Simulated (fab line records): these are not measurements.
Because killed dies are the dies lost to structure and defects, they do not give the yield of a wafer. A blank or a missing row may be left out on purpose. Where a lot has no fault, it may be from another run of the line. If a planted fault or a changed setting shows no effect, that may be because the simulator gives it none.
A struck lot beside a sound one    flow nand-harc    23 steps out of a route of 1302
Sound: the wafers L640.4, L640.5, L640.6. Struck: wafer L629.5 (left out: L629.3, L629.6 of the same lot, which were not struck); the cause appears at the end.
Per side, at each step with rows, come the tool, then ch with its chambers, and then its first start. Under that, the readings that differ: sound wafers    struck wafers    difference of the means    sigmas: that difference in standard deviations of wafers without a fault.
alike: words and numbers the same on both sides, and readings whose means are apart by under 2 such deviations; not compared: readings that were withheld, readings missing a value for some wafer, numbers with overlapping values and no deviation given by the record, and bounds like >300 which may hide the same value.
The two part at a step that has a row with sigmas, a row that says differs or no value, or rows on one side only. Numbers that have no deviation but don't overlap get no sigmas and don't part them. Lack of a reading on every wafer of one side parts them only where that side has two or more wafers.

first, 8 steps without rows for these wafers: NHARC_A_CHANNEL_HOLE_D2_DESCUM_15 (chemistry O2, time 3 s); NHARC_A_CHANNEL_HOLE_D2_ETCH_38 (etches the open film in CF4, target depth 39 nm, time 65 s); NHARC_A_CHANNEL_HOLE_D2_ETCH_39 (etches the open film in N2/H2, target depth 260 nm, time 325 s); NHARC_A_CHANNEL_HOLE_D2_ETCH_34 (etches the open film in CF4/CHF3, target depth 154 nm, time 77 s); NHARC_A_CHANNEL_HOLE_D2_ETCH_16 (etches the open film in O2/COS, target depth 3100 nm, time 806 s); NHARC_A_CHANNEL_HOLE_D2_ETCH_19 (etches the open film in C4F8/O2/Ar, time 34.5 s); NHARC_A_CHANNEL_HOLE_D2_ETCH_20 (etches the open film in C4F8/O2/Ar, time 361.9 s, target depth 1600 nm); NHARC_A_CHANNEL_HOLE_D2_ETCH_21 (etches the open film in C4F8/O2/Ar, time 514.3 s, target depth 1600 nm).
NHARC_A_CHANNEL_HOLE_D2_ETCH_22: etches the open film in C4F8/O2/Ar, time 666.7 s, target depth 1600 nm.
  sound on har-etch-01 ch 0,1, day 21 08:28; struck on har-etch-01 ch 0, day 18 08:20
  alike: drypump-motor-current-A, showerhead-plenum-p-Torr, temp-c, throttle-valve-pct
  not compared: rf-hours-counter-h
then, 12 steps without rows for these wafers: NHARC_A_CHANNEL_HOLE_D2_ETCH_23 (etches the open film in C4F8/O2/Ar, time 819 s, target depth 1600 nm); NHARC_A_CHANNEL_HOLE_D2_ETCH_24 (etches the open film in C4F8/O2/Ar, time 906.2 s, target depth 1500 nm); NHARC_A_CHANNEL_HOLE_D2_ETCH_25 (etches the open film in C4F8/O2/Ar, time 1040.2 s, target depth 1500 nm); NHARC_A_CHANNEL_HOLE_D2_ETCH_26 (etches the open film in C4F8/O2/Ar, time 224.1 s, target depth 300 nm); NHARC_A_CHANNEL_HOLE_D2_ETCH_27 (etches the open film in C4F8/O2/Ar, time 90 s, target depth 400 nm); NHARC_A_CHANNEL_HOLE_D2_STRIP_41 (strips in N2/H2); NHARC_A_CHANNEL_HOLE_D2_STRIP_42 (strips in CF4/CHF3); NHARC_A_CHANNEL_HOLE_D2_STRIP_43 (strips in O2/COS); NHARC_A_CHANNEL_HOLE_D2_ETCH_44 (etches the open film in CF4/O2, target depth 140 nm, overetch 14 nm, time 77 s); NHARC_A_CHANNEL_HOLE_D2_STRIP_28 (strips in O2); NHARC_A_CHANNEL_HOLE_D2_PRECLEAN_29 (cleans in SC1); NHARC_A_CHANNEL_HOLE_D2_SRD_30.
NHARC_A_CHANNEL_HOLE_D2_XSEM_32:
  sound on xsem-01 ch 0, day 21 13:01; struck on xsem-01 ch 0, day 18 12:55
reading      sound           struck  difference  sigmas
bow-nm (nm)  8.85 8.78 8.75  14.18   +5.39       +19
  alike: bot-cd-nm, tilt-deg
-- the record jumps here: 12 days lie between the struck wafers' starts before and after (it left off in module A_CHANNEL_HOLE_D2 and takes up again in module END, whose first step shown is number 1302 of the route) --
NHARC_END_SORT_01:
  sound on prober-02 ch 0, day 32 23:59; struck on prober-02 ch 0, day 30 19:44
  alike: killed-at-array, killed-at-other, killed-at-periphery, killed-dies, killed-open, killed-short

WHERE THEY PART
At NHARC_A_CHANNEL_HOLE_D2_XSEM_32 and nowhere else, as far as this record goes. Later steps at which nothing parts them and some readings are alike: NHARC_END_SORT_01.

WHY: the cause the simulator had injected
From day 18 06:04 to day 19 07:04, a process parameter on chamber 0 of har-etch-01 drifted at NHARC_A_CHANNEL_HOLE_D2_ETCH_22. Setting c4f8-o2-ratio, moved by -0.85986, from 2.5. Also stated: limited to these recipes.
